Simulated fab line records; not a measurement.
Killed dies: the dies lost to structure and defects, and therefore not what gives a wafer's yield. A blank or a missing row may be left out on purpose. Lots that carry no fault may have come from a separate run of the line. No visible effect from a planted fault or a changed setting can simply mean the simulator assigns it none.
Matching of chambers :: flow n5_finfet :: N5_GATE_CUT_ETCH_58 on rie_diel-03: 4 sister chambers
The step etches SiNx in CH3F/O2, target depth 17 nm, time 128.6 s. 22 wafers are shown with their chamber, then 11 later ones without.

WAFERS PAIRED WITH THEIR CHAMBERS
wafer: L074.2
chamber: 0
showerhead_plenum_p_Torr (Torr): 2.01
throttle_valve_pct (%): 16.43
drypump_motor_current_A (A): 5.4

wafer: L074.3
chamber: 3
showerhead_plenum_p_Torr (Torr): 1.89
throttle_valve_pct (%): 16.85
drypump_motor_current_A (A): 6.1

wafer: L074.4
chamber: 3
showerhead_plenum_p_Torr (Torr): 1.89
throttle_valve_pct (%): 16.84
drypump_motor_current_A (A): 6.1

wafer: L076.2
chamber: 0
showerhead_plenum_p_Torr (Torr): 2.01
throttle_valve_pct (%): 16.44
drypump_motor_current_A (A): 5.4

wafer: L076.4
chamber: 3
showerhead_plenum_p_Torr (Torr): 1.88
throttle_valve_pct (%): 16.87
drypump_motor_current_A (A): 6.0

wafer: L076.5
chamber: 2
showerhead_plenum_p_Torr (Torr): 2.03
throttle_valve_pct (%): 16.03
drypump_motor_current_A (A): 6.2

wafer: L077.3
chamber: 0
showerhead_plenum_p_Torr (Torr): 2.01
throttle_valve_pct (%): 16.45
drypump_motor_current_A (A): 5.4

wafer: L077.5
chamber: 3
showerhead_plenum_p_Torr (Torr): 1.88
throttle_valve_pct (%): 16.86
drypump_motor_current_A (A): 6.1

wafer: L077.6
chamber: 0
showerhead_plenum_p_Torr (Torr): 2.01
throttle_valve_pct (%): 16.44
drypump_motor_current_A (A): 5.4

wafer: L078.1
chamber: 3
showerhead_plenum_p_Torr (Torr): 1.88
throttle_valve_pct (%): 16.87
drypump_motor_current_A (A): 6.0

wafer: L078.4
chamber: 0
showerhead_plenum_p_Torr (Torr): 2.01
throttle_valve_pct (%): 16.46
drypump_motor_current_A (A): 5.4

wafer: L078.5
chamber: 2
showerhead_plenum_p_Torr (Torr): 2.03
throttle_valve_pct (%): 16.06
drypump_motor_current_A (A): 6.1

wafer: L079.1
chamber: 3
showerhead_plenum_p_Torr (Torr): 1.88
throttle_valve_pct (%): 16.86
drypump_motor_current_A (A): 6.1

wafer: L079.3
chamber: 2
showerhead_plenum_p_Torr (Torr): 2.03
throttle_valve_pct (%): 16.04
drypump_motor_current_A (A): 6.2

wafer: L079.5
chamber: 0
showerhead_plenum_p_Torr (Torr): 2.01
throttle_valve_pct (%): 16.46
drypump_motor_current_A (A): 5.4

wafer: L082.1
chamber: 2
showerhead_plenum_p_Torr (Torr): 2.03
throttle_valve_pct (%): 16.06
drypump_motor_current_A (A): 6.2

wafer: L082.3
chamber: 0
showerhead_plenum_p_Torr (Torr): 2.01
throttle_valve_pct (%): 16.46
drypump_motor_current_A (A): 5.4

wafer: L082.5
chamber: 1
showerhead_plenum_p_Torr (Torr): 1.91
throttle_valve_pct (%): 16.34
drypump_motor_current_A (A): 6.0

wafer: L084.1
chamber: 1
showerhead_plenum_p_Torr (Torr): 1.91
throttle_valve_pct (%): 16.34
drypump_motor_current_A (A): 6.0

wafer: L084.3
chamber: 0
showerhead_plenum_p_Torr (Torr): 2.01
throttle_valve_pct (%): 16.47
drypump_motor_current_A (A): 5.4

wafer: L084.6
chamber: 2
showerhead_plenum_p_Torr (Torr): 2.03
throttle_valve_pct (%): 16.06
drypump_motor_current_A (A): 6.2

wafer: L086.3
chamber: 1
showerhead_plenum_p_Torr (Torr): 1.91
throttle_valve_pct (%): 16.34
drypump_motor_current_A (A): 6.0

SIGNATURES, as means of the wafers listed above
reading: showerhead_plenum_p_Torr
chamber 0: 2.0100
chamber 1: 1.9100
chamber 2: 2.0300
chamber 3: 1.8833
scatter within a chamber: 0.00272

reading: throttle_valve_pct
chamber 0: 16.4513
chamber 1: 16.3400
chamber 2: 16.0500
chamber 3: 16.8583
scatter within a chamber: 0.0124

reading: drypump_motor_current_A
chamber 0: 5.400
chamber 1: 6.000
chamber 2: 6.180
chamber 3: 6.067
scatter within a chamber: 0.0344
Rule: a wafer's distance from a chamber is the root of the sum, over the readings, of the square of ((its reading less the chamber's mean) divided by the reading's scatter). The wafer belongs to the nearest chamber; if the next one is less than 2 further off, it can't be placed. How the scatter is found: for the shown wafers, subtract from each reading the mean of its chamber, square and add these, divide the total by (wafers less chambers), then take the root.

WAFERS WHOSE CHAMBER IS MISSING
wafer: L086.4
showerhead_plenum_p_Torr (Torr): 2.01
throttle_valve_pct (%): 16.49
drypump_motor_current_A (A): 5.4

wafer: L086.5
showerhead_plenum_p_Torr (Torr): 2.02
throttle_valve_pct (%): 16.08
drypump_motor_current_A (A): 6.2

wafer: L089.1
showerhead_plenum_p_Torr (Torr): 2.14
throttle_valve_pct (%): 16.36
drypump_motor_current_A (A): 6.1

wafer: L089.2
showerhead_plenum_p_Torr (Torr): 1.91
throttle_valve_pct (%): 16.35
drypump_motor_current_A (A): 6.0

wafer: L089.4
showerhead_plenum_p_Torr (Torr): 1.91
throttle_valve_pct (%): 16.36
drypump_motor_current_A (A): 6.0

wafer: L092.4
showerhead_plenum_p_Torr (Torr): 2.00
throttle_valve_pct (%): 16.50
drypump_motor_current_A (A): 5.4

wafer: L092.5
showerhead_plenum_p_Torr (Torr): 2.02
throttle_valve_pct (%): 16.10
drypump_motor_current_A (A): 6.2

wafer: L092.6
showerhead_plenum_p_Torr (Torr): 2.14
throttle_valve_pct (%): 16.36
drypump_motor_current_A (A): 6.0

wafer: L097.1
showerhead_plenum_p_Torr (Torr): 2.02
throttle_valve_pct (%): 16.11
drypump_motor_current_A (A): 6.2

wafer: L097.3
showerhead_plenum_p_Torr (Torr): 1.91
throttle_valve_pct (%): 16.38
drypump_motor_current_A (A): 6.0

wafer: L097.6
showerhead_plenum_p_Torr (Torr): 2.13
throttle_valve_pct (%): 16.35
drypump_motor_current_A (A): 6.0

EACH ONE'S CHAMBER
wafer: L086.4
from the rows above: 0
in truth: 0

wafer: L086.5
from the rows above: 2
in truth: 2

wafer: L089.1
from the rows above: 2
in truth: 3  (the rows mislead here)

wafer: L089.2
from the rows above: 1
in truth: 1

wafer: L089.4
from the rows above: 1
in truth: 1

wafer: L092.4
from the rows above: 0
in truth: 0

wafer: L092.5
from the rows above: 2
in truth: 2

wafer: L092.6
from the rows above: 2
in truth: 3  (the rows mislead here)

wafer: L097.1
from the rows above: 2
in truth: 2

wafer: L097.3
from the rows above: 1
in truth: 1

wafer: L097.6
from the rows above: 2
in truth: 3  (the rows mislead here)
Correct placement for 8 of the 11. Number that these rows cannot place: 0. Number placed wrongly: 3.
